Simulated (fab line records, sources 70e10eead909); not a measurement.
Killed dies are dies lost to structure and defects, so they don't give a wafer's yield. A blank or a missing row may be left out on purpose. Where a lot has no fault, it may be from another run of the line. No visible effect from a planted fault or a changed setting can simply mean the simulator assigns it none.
A sampling plan put to the test :: flow nand-harc :: one fab line, 29 faults that these records tell of, each judged on the records of the lots that it struck; 1 more is left out, because the records don't allow judging it
Plan = the line's own looks (route steps where a gauge or an inspection reads the wafer without altering it). A look is open to judgement when struck wafers have a number at it and the file gives its usual mean and standard deviation on fault-free wafers. Caught: a look later than the fault's first step finds the struck wafers' mean 4 or more of those standard deviations (sigma) from the usual mean. On the tool: the test repeated on the tool's own readings taken at the fault's steps. Also counted as caught: the struck wafers showing another recipe, or a record that is empty for them alone.

## THE FAULTS, as the simulator had put them in
1. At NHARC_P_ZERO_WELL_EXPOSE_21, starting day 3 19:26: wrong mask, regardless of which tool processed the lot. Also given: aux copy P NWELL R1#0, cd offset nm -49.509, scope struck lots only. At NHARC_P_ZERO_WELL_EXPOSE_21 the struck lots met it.
2. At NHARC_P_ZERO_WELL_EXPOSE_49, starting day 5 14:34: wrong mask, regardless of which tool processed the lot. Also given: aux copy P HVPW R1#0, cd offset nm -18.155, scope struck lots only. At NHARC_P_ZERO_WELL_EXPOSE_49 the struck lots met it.
3. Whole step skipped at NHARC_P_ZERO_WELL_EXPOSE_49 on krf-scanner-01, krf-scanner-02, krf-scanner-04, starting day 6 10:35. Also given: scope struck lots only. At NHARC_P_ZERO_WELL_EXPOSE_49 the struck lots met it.
4. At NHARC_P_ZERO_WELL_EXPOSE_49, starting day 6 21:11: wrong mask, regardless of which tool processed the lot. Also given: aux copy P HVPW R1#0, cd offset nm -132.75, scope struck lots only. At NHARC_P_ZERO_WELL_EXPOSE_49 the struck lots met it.
5. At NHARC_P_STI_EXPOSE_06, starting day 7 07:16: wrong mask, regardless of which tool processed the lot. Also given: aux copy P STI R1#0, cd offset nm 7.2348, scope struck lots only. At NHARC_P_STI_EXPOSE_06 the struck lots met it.
6. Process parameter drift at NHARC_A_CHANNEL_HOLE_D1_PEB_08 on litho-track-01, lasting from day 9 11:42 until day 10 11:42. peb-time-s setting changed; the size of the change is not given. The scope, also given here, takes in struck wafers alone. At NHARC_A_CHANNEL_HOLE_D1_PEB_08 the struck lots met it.
7. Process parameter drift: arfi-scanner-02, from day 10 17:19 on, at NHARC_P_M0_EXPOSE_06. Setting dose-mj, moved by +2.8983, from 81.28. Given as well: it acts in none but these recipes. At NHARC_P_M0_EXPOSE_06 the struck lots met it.
8. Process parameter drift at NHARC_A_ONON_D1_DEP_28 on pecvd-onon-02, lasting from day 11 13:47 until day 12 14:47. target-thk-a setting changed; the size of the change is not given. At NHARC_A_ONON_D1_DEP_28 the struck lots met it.
9. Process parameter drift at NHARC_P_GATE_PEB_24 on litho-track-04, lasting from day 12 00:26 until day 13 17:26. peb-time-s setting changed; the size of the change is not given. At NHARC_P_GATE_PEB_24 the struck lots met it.
10. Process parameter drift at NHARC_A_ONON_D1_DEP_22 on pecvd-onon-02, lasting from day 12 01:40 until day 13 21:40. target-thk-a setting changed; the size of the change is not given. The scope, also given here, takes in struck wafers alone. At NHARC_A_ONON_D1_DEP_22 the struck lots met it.
11. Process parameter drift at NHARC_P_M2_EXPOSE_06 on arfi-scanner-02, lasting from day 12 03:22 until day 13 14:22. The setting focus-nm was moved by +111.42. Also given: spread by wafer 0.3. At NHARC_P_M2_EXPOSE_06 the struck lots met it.
12. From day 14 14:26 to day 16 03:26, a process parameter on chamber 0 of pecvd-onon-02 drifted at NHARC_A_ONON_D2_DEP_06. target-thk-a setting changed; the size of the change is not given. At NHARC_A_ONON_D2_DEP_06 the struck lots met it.
13. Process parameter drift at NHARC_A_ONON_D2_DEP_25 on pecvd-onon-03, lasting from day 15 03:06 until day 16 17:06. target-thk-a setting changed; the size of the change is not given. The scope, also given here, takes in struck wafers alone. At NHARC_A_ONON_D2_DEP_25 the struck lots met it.
14. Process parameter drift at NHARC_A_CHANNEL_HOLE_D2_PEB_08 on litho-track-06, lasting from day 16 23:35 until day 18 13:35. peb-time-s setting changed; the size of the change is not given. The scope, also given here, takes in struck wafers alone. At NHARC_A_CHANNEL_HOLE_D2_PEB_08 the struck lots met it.
15. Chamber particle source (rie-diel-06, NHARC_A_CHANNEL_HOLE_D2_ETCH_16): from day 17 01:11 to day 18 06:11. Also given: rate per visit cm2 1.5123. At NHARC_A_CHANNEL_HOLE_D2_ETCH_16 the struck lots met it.
16. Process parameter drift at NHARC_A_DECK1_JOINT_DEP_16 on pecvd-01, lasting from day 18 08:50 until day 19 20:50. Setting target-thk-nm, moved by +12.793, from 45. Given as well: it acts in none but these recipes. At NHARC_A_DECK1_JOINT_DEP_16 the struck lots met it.
17. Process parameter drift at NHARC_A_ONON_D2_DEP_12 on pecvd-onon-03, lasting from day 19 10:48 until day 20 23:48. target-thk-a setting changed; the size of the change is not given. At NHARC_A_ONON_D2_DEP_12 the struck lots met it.
18. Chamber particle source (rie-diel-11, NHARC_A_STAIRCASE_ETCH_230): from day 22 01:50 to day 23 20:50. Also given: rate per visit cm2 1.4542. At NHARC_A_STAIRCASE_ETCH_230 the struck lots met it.
19. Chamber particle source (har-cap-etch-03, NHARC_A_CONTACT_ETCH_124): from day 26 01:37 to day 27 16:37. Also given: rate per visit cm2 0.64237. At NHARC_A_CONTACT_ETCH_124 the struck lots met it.
20. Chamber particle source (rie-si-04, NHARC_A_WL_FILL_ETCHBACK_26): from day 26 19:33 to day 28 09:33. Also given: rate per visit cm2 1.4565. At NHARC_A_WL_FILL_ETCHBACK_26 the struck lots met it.
21. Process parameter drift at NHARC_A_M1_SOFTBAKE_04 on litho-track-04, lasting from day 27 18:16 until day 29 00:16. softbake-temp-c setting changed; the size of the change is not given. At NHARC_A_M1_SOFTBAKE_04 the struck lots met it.
22. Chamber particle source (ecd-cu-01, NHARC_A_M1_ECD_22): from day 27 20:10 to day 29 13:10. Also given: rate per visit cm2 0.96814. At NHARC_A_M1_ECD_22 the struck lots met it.
23. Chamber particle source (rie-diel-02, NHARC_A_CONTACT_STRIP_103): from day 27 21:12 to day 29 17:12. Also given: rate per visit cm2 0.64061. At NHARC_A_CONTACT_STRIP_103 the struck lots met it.
24. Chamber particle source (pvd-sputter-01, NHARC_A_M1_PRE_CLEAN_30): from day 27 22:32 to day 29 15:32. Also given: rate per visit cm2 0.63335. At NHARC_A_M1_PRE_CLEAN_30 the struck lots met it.
25. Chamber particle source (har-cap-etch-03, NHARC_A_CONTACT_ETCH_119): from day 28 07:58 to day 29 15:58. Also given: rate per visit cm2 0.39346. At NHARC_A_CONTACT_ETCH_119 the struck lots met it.
26. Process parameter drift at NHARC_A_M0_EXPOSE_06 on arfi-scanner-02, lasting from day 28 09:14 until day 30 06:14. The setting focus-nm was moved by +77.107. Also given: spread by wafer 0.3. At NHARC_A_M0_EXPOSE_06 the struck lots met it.
27. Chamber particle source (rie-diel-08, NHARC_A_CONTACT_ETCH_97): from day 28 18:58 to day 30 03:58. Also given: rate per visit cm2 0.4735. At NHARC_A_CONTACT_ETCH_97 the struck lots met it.
28. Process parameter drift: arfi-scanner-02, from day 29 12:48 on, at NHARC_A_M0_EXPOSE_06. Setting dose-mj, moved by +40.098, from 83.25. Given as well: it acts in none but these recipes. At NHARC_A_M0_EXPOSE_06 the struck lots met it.
29. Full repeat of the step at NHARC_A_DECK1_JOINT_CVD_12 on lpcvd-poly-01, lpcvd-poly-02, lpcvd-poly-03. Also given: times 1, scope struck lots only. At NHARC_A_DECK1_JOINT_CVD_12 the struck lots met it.

## WHAT THE PLAN SAW
fault: 1
on the tool itself: no reading that can be judged
first look that catches it: NHARC_P_ZERO_WELL_CD_MEAS_24
reading, sigma: cd-nm -31
median hours from its first step to that look: 0.2
hours from the fault's start to the first struck lot there: 5
judged looks passed uncaught: 0

fault: 2
on the tool itself: no reading that can be judged
first look that catches it: NHARC_P_ZERO_WELL_CD_MEAS_52
reading, sigma: cd-nm -11
median hours from its first step to that look: 0.2
hours from the fault's start to the first struck lot there: 5
judged looks passed uncaught: 0

fault: 3
on the tool itself: no reading that can be judged
first look that catches it: NHARC_P_ZERO_WELL_INSPECT_43
reading, sigma: raw-defect-count +99 or beyond
median hours from its first step to that look: 2.0
hours from the fault's start to the first struck lot there: 7
judged looks passed uncaught: 0

fault: 4
on the tool itself: no reading that can be judged
first look that catches it: NHARC_P_ZERO_WELL_CD_MEAS_52
reading, sigma: cd-nm -74
median hours from its first step to that look: 0.2
hours from the fault's start to the first struck lot there: 6
judged looks passed uncaught: 0

fault: 5
on the tool itself: no reading that can be judged
first look that catches it: none of the 5 looks that can be judged after it
reading, sigma: strongest: trench-foot-cd-nm at NHARC_P_STI_OCD_MEAS_17, +3.4
median hours from its first step to that look: -
hours from the fault's start to the first struck lot there: -
judged looks passed uncaught: 5

fault: 6
on the tool itself: heater-power-total-W +86 sigma
first look that catches it: NHARC_A_CHANNEL_HOLE_D1_CD_MEAS_10
reading, sigma: cd-nm -26
median hours from its first step to that look: 0.1
hours from the fault's start to the first struck lot there: 8
judged looks passed uncaught: 0

fault: 7
on the tool itself: exposure-dose-mJ-cm2 +23 sigma
first look that catches it: none of the 2 looks that can be judged after it
reading, sigma: strongest: cd-nm at NHARC_P_M0_CD_MEAS_09, +2.5
median hours from its first step to that look: -
hours from the fault's start to the first struck lot there: -
judged looks passed uncaught: 2

fault: 8
on the tool itself: no reading that can be judged
first look that catches it: NHARC_A_ONON_D1_THK_MEAS_30
reading, sigma: thk-nm +6.1
median hours from its first step to that look: 0.5
hours from the fault's start to the first struck lot there: 3
judged looks passed uncaught: 0

fault: 9
on the tool itself: no reading that can be judged
first look that catches it: NHARC_P_GATE_CD_MEAS_26
reading, sigma: cd-nm -4.0
median hours from its first step to that look: 0.1
hours from the fault's start to the first struck lot there: 13
judged looks passed uncaught: 0

fault: 10
on the tool itself: under 2 sigma
first look that catches it: NHARC_A_ONON_D1_THK_MEAS_24
reading, sigma: thk-nm +61
median hours from its first step to that look: 0.5
hours from the fault's start to the first struck lot there: 6
judged looks passed uncaught: 0

fault: 11
on the tool itself: exposure-dose-mJ-cm2 -50 sigma
first look that catches it: NHARC_P_M2_CD_MEAS_09
reading, sigma: cd-nm +30
median hours from its first step to that look: 0.1
hours from the fault's start to the first struck lot there: 17
judged looks passed uncaught: 0

fault: 12
on the tool itself: under 2 sigma
first look that catches it: NHARC_A_ONON_D2_THK_MEAS_08
reading, sigma: thk-nm +46
median hours from its first step to that look: 0.5
hours from the fault's start to the first struck lot there: 31
judged looks passed uncaught: 0

fault: 13
on the tool itself: no reading that can be judged
first look that catches it: NHARC_A_ONON_D2_THK_MEAS_27
reading, sigma: thk-nm -26
median hours from its first step to that look: 0.4
hours from the fault's start to the first struck lot there: 8
judged looks passed uncaught: 0

fault: 14
on the tool itself: heater-power-total-W +62 sigma
first look that catches it: NHARC_A_CHANNEL_HOLE_D2_CD_MEAS_10
reading, sigma: cd-nm -15
median hours from its first step to that look: 0.1
hours from the fault's start to the first struck lot there: 3
judged looks passed uncaught: 0

fault: 15
on the tool itself: under 2 sigma
first look that catches it: NHARC_A_CHANNEL_HOLE_D2_INSPECT_40
reading, sigma: raw-defect-count +9.4
median hours from its first step to that look: 12.5
hours from the fault's start to the first struck lot there: 19
judged looks passed uncaught: 0

fault: 16
on the tool itself: under 2 sigma
first look that catches it: NHARC_A_DECK1_JOINT_THK_MEAS_17
reading, sigma: thk-nm +9.8
median hours from its first step to that look: 0.2
hours from the fault's start to the first struck lot there: 22
judged looks passed uncaught: 0

fault: 17
on the tool itself: under 2 sigma
first look that catches it: NHARC_A_ONON_D2_THK_MEAS_14
reading, sigma: thk-nm +7.8
median hours from its first step to that look: 0.5
hours from the fault's start to the first struck lot there: 2
judged looks passed uncaught: 0

fault: 18
on the tool itself: under 2 sigma
first look that catches it: not the one look that can be judged after it
reading, sigma: strongest: killed-dies at NHARC_END_SORT_01, +2.4
median hours from its first step to that look: -
hours from the fault's start to the first struck lot there: -
judged looks passed uncaught: 1

fault: 19
on the tool itself: no reading that can be judged
first look that catches it: NHARC_END_SORT_01
reading, sigma: killed-dies +4.0
median hours from its first step to that look: 59.3
hours from the fault's start to the first struck lot there: 62
judged looks passed uncaught: 0

fault: 20
on the tool itself: under 2 sigma
first look that catches it: NHARC_END_SORT_01
reading, sigma: killed-at-array +4.2
median hours from its first step to that look: 82.5
hours from the fault's start to the first struck lot there: 116
judged looks passed uncaught: 0

fault: 21
on the tool itself: heater-power-total-W +99 or beyond sigma
first look that catches it: none of the 2 looks that can be judged after it
reading, sigma: -
median hours from its first step to that look: -
hours from the fault's start to the first struck lot there: -
judged looks passed uncaught: 2

fault: 22
on the tool itself: no reading that can be judged
first look that catches it: NHARC_END_SORT_01
reading, sigma: killed-at-array +19
median hours from its first step to that look: 47.9
hours from the fault's start to the first struck lot there: 63
judged looks passed uncaught: 1

fault: 23
on the tool itself: no reading that can be judged
first look that catches it: not the one look that can be judged after it
reading, sigma: strongest: killed-at-array at NHARC_END_SORT_01, +3.5
median hours from its first step to that look: -
hours from the fault's start to the first struck lot there: -
judged looks passed uncaught: 1

fault: 24
on the tool itself: under 2 sigma
first look that catches it: none of the 3 looks that can be judged after it
reading, sigma: strongest: killed-at-array at NHARC_END_SORT_01, +2.4
median hours from its first step to that look: -
hours from the fault's start to the first struck lot there: -
judged looks passed uncaught: 3

fault: 25
on the tool itself: under 2 sigma
first look that catches it: none of the 2 looks that can be judged after it
reading, sigma: strongest: killed-at-array at NHARC_END_SORT_01, +3.4
median hours from its first step to that look: -
hours from the fault's start to the first struck lot there: -
judged looks passed uncaught: 2

fault: 26
on the tool itself: exposure-dose-mJ-cm2 +32 sigma
first look that catches it: NHARC_A_M0_CD_MEAS_09
reading, sigma: cd-nm -17
median hours from its first step to that look: 0.1
hours from the fault's start to the first struck lot there: 39
judged looks passed uncaught: 0

fault: 27
on the tool itself: under 2 sigma
first look that catches it: none of the 2 looks that can be judged after it
reading, sigma: strongest: killed-at-array at NHARC_END_SORT_01, +3.3
median hours from its first step to that look: -
hours from the fault's start to the first struck lot there: -
judged looks passed uncaught: 2

fault: 28
on the tool itself: exposure-dose-mJ-cm2 +99 or beyond sigma
first look that catches it: NHARC_A_M0_CD_MEAS_09
reading, sigma: cd-nm +36
median hours from its first step to that look: 0.1
hours from the fault's start to the first struck lot there: 12
judged looks passed uncaught: 0

fault: 29
on the tool itself: under 2 sigma
first look that catches it: not the one look that can be judged after it
reading, sigma: -
median hours from its first step to that look: -
hours from the fault's start to the first struck lot there: -
judged looks passed uncaught: 1
A dash: the fault isn't caught, or these records don't give the number.

Caught at a look: 20 of 29. Caught on the tool: 7 of 29. By one or the other: 22 of 29.
On the tool alone, faults 7, 21 were caught.
Caught at a look alone: faults 1, 2, 3, 4, 8, 9, 10, 12, 13, 15, 16, 17, 19, 20, 22.
Caught by neither: faults 5, 18, 23, 24, 25, 27, 29.

## THINNER SAMPLING
If the look that catches a fault measured only every second or every third lot, by lot number, the first struck lot would be measured this late in the worst case:
fault: 1
struck lots at that look, in order of time: L579
every lot: 5 h
every second lot: may miss it
every third lot: may miss it

fault: 2
struck lots at that look, in order of time: L714
every lot: 5 h
every second lot: may miss it
every third lot: may miss it

fault: 3
struck lots at that look, in order of time: L579, L580, L581
every lot: 7 h
every second lot: 18 h
every third lot: 27 h

fault: 4
struck lots at that look, in order of time: L385
every lot: 6 h
every second lot: may miss it
every third lot: may miss it

fault: 6
struck lots at that look, in order of time: L887, L888
every lot: 8 h
every second lot: 20 h
every third lot: may miss all 2

fault: 8
struck lots at that look, in order of time: L917, L918, L919
every lot: 3 h
every second lot: 8 h
every third lot: 19 h

fault: 9
struck lots at that look, in order of time: L922, L924
every lot: 13 h
every second lot: may miss all 2
every third lot: may miss all 2

fault: 10
struck lots at that look, in order of time: L521, L523
every lot: 6 h
every second lot: may miss all 2
every third lot: may miss all 2

fault: 11
struck lots at that look, in order of time: L899
every lot: 17 h
every second lot: may miss it
every third lot: may miss it

fault: 12
struck lots at that look, in order of time: L112, L113
every lot: 31 h
every second lot: 37 h
every third lot: may miss all 2

fault: 13
struck lots at that look, in order of time: L825, L826, L828
every lot: 8 h
every second lot: 29 h
every third lot: may miss all 3

fault: 14
struck lots at that look, in order of time: L111, L110, L112
every lot: 3 h
every second lot: 4 h
every third lot: 28 h

fault: 15
struck lots at that look, in order of time: L503, L507
every lot: 19 h
every second lot: may miss all 2
every third lot: may miss all 2

fault: 16
struck lots at that look, in order of time: L419, L422
every lot: 22 h
every second lot: 25 h
every third lot: may miss all 2

fault: 17
struck lots at that look, in order of time: L826, L827
every lot: 2 h
every second lot: 11 h
every third lot: may miss all 2

fault: 19
struck lots at that look, in order of time: L654, L656
every lot: 62 h
every second lot: may miss all 2
every third lot: may miss all 2

fault: 20
struck lots at that look, in order of time: L178
every lot: 116 h
every second lot: may miss it
every third lot: may miss it

fault: 22
struck lots at that look, in order of time: L316, L317
every lot: 63 h
every second lot: 76 h
every third lot: may miss all 2

fault: 26
struck lots at that look, in order of time: L917
every lot: 39 h
every second lot: may miss it
every third lot: may miss it

fault: 28
struck lots at that look, in order of time: L110, L112
every lot: 12 h
every second lot: may miss all 2
every third lot: may miss all 2
Hours: fault start to first struck lot measured. The test against the limit of 4 sigma pooled every struck wafer, which means one lot taken alone may stay below that limit. Other struck lots may not be in these records.

## THE LONGEST TIMED WAY FROM STEP TO LOOK
Fault 20: the median time between NHARC_A_WL_FILL_ETCHBACK_26 and NHARC_END_SORT_01 is 82.5 hours. No look between them can be judged.
